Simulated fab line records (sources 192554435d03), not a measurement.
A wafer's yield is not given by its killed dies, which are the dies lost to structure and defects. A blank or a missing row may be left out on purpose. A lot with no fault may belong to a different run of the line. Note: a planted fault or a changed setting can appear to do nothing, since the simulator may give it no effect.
Struck lot and sound lot, side by side ; flow n5 finfet ; 44 steps out of a route of 1938
Sound: these wafers, L840.2, L840.5, L840.6. Struck: wafer L827.4 (left out: L827.1, a lot-mate that was not struck); the cause follows at the end.
For every step that has rows: the tool of each side, followed by ch and its chambers, followed by its first start. Under that, the readings that differ: sound wafers ; struck wafers ; difference of the means ; sigmas: that difference in standard deviations of wafers without a fault.
alike: same words and numbers on both sides, and readings whose means sit less than 2 such deviations apart. not compared: any withheld reading, any reading some wafer has no value for, any bound like >300 that may hide the same value, and any number with overlapping values for which the record gives no deviation.
The two part at a step that has a row with sigmas, a row that says differs or no value, or rows on one side only. When numbers do not overlap yet have no deviation, they are printed without sigmas and do not part them. A reading that every wafer of one side lacks parts them only if that side has two wafers or more.

first, 11 steps without rows for these wafers: N5_BEOL_M2_DESCUM_33 (chemistry O2, time 7 s); N5_BEOL_M2_ETCH_77 (etches underlayer in N2/H2, target depth 6.5 nm, time 5.2 s); N5_BEOL_M2_ETCH_69 (etches SiARC in CF4, target depth 15.6 nm, time 26 s); N5_BEOL_M2_ALD_98 (deposits SiO2, target thk 2.5 nm, pulse time 1 s, co reactant pulse time 1 s); N5_BEOL_M2_ETCHBACK_99 (etches SiO2 in CHF3, target depth 5 nm, time 10.4 s); N5_BEOL_M2_ETCH_70 (etches SOC in N2/H2, target depth 80 nm, overetch 24 nm, time 130 s); N5_BEOL_M2_STRIP_71 (strips in N2/H2); N5_BEOL_M2_STRIP_78 (strips in N2/H2); N5_BEOL_M2_VIA_ETCH_34 (etches the open film in C4F6/O2, target depth 69.4 nm, time 65.9 s); N5_BEOL_M2_STRIP_83 (strips in C4F6/O2); N5_BEOL_M2_STRIP_36 (strips in N2/H2).
N5_BEOL_M2_TRENCH_ETCH_37: etches SiOC in C4F6/O2, target depth 55.555 nm, time 29.2 s.
  sound on rie diel-02 ch 0,1, day 12 00:22; struck on rie diel-02 ch 0, day 8 14:26
reading;sound;struck;difference;sigmas
model.etch.depth nm (nm);54.31 55.89 54.39;50.09;-4.77;
model.BEOL_M2.feature depth nm (nm);54.4 55.8 54.4;50;-5;
  alike: drypump motor current A, mfc ar sccm, oes_ar_750_au, oes_f_703_au, oes product au, rf vpp V, showerhead plenum p Torr, throttle valve pct
  not compared: rf hours counter h
then, 2 steps without rows for these wafers: N5_BEOL_M2_ETCH_41 (etches SiCN in CH3F/O2, target depth 29.9 nm, time 52.5 s); N5_BEOL_M2_STRIP_97 (strips in N2/H2, time 10 s).
N5_BEOL_M2_OCD_MEAS_38:
  sound on ocd-02, day 12 00:31; struck on ocd-01, day 8 14:35
reading;sound;struck;difference;sigmas
trench depth nm (nm);54.2 55.8 54.8;50.2;-4.7;-4
then, 25 steps without rows for these wafers: N5_BEOL_M2_HM_STRIP_39 (strips TiN in peroxide tin strip, target depth 25 nm, time 158 s); N5_BEOL_M2_SRD_40 (time 30 s); N5_BEOL_M2_PRECLEAN_42 (cleans in residue remover, time 60 s); N5_BEOL_M2_SRD_43 (time 30 s); N5_BEOL_M2_DEGAS_44 (time 60 s); N5_BEOL_M2_PRE_CLEAN_45 (time 30 s); N5_BEOL_M2_ALD_84 (deposits TaN, pulse time 2 s, purge time 3 s, co reactant purge time 2 s); N5_BEOL_M2_SURFACE_TREAT_85; N5_BEOL_M2_CVD_47 (deposits Co from CCTBA/H2, target thk 3 nm, time 223.8 s); N5_BEOL_M2_SPUTTER_48 (material Cu, target thk 4.5 nm, time 8.29 s); N5_BEOL_M2_ANNEAL_49 (time 240 s); N5_BEOL_M2_SPUTTER_79 (material Cu, target thk 4.5 nm, time 8.29 s); N5_BEOL_M2_ANNEAL_80 (time 240 s); N5_BEOL_M2_SPUTTER_81 (material Cu, target thk 4.5 nm, time 8.29 s); N5_BEOL_M2_ANNEAL_82 (time 240 s); N5_BEOL_M2_SPUTTER_86 (material Cu, target thk 4.5 nm, time 8.29 s); N5_BEOL_M2_ANNEAL_87 (time 240 s); N5_BEOL_M2_SPUTTER_88 (material Cu, target thk 4.5 nm, time 8.29 s); N5_BEOL_M2_ANNEAL_89 (time 240 s); N5_BEOL_M2_SPUTTER_90 (material Cu, target thk 4.5 nm, time 8.29 s); N5_BEOL_M2_ANNEAL_91 (time 240 s); N5_BEOL_M2_SPUTTER_92 (material Cu, target thk 4.5 nm, time 8.29 s); N5_BEOL_M2_ANNEAL_93 (time 240 s); N5_BEOL_M2_SPUTTER_94 (material Cu, target thk 4.5 nm, time 8.29 s); N5_BEOL_M2_ANNEAL_95 (time 240 s).
N5_BEOL_M2_CMP_52: polishes, stops on SiOC, t overpolish 6.8 s, target thk 40 nm.
  sound on cmp-02 ch 2,3, day 12 05:15; struck on cmp-01 ch 3, day 8 18:34
reading;sound;struck;difference;sigmas
motor current A (A);5.8 5.5 6.2;7.3;+1.5;+3
model.Cu_of_BEOL_M2_ECD_50.thk nm (nm);38.6 39.8 39;36.8;-2.3;
  alike: barrier field endpoint s, clearing platen down force psi, overpolish run s, time to endpoint s
N5_BEOL_M2_RS_MEAS_58: the measuring method here is four-point-probe.
  sound on film metro-02, day 12 05:48; struck on film metro-01, day 8 19:07
  alike: M2_RS
N5_BEOL_M4_RC_MEAS_101:
  sound on prober-02 ch 0, day 13 07:20; struck on prober-02 ch 0, day 9 18:12
reading;sound;struck;difference;sigmas
IOFF_P (nA/um);0.26 0.20 0.30;0.18;-0.07;-2
ION_N (uA/um);682 667 698;657;-25;-2
  alike: DIBL_N, DIBL_P, IOFF_N, ION_P, SS_N, SS_P, VT_N, VT_P
then, 1 step without rows for these wafers: N5_PASSIVATION_PROBE_49.

== WHERE THEY PART ==
Last at N5_BEOL_M4_RC_MEAS_101 as far as this record goes, first at N5_BEOL_M2_OCD_MEAS_38.

WHY: the cause the simulator had injected
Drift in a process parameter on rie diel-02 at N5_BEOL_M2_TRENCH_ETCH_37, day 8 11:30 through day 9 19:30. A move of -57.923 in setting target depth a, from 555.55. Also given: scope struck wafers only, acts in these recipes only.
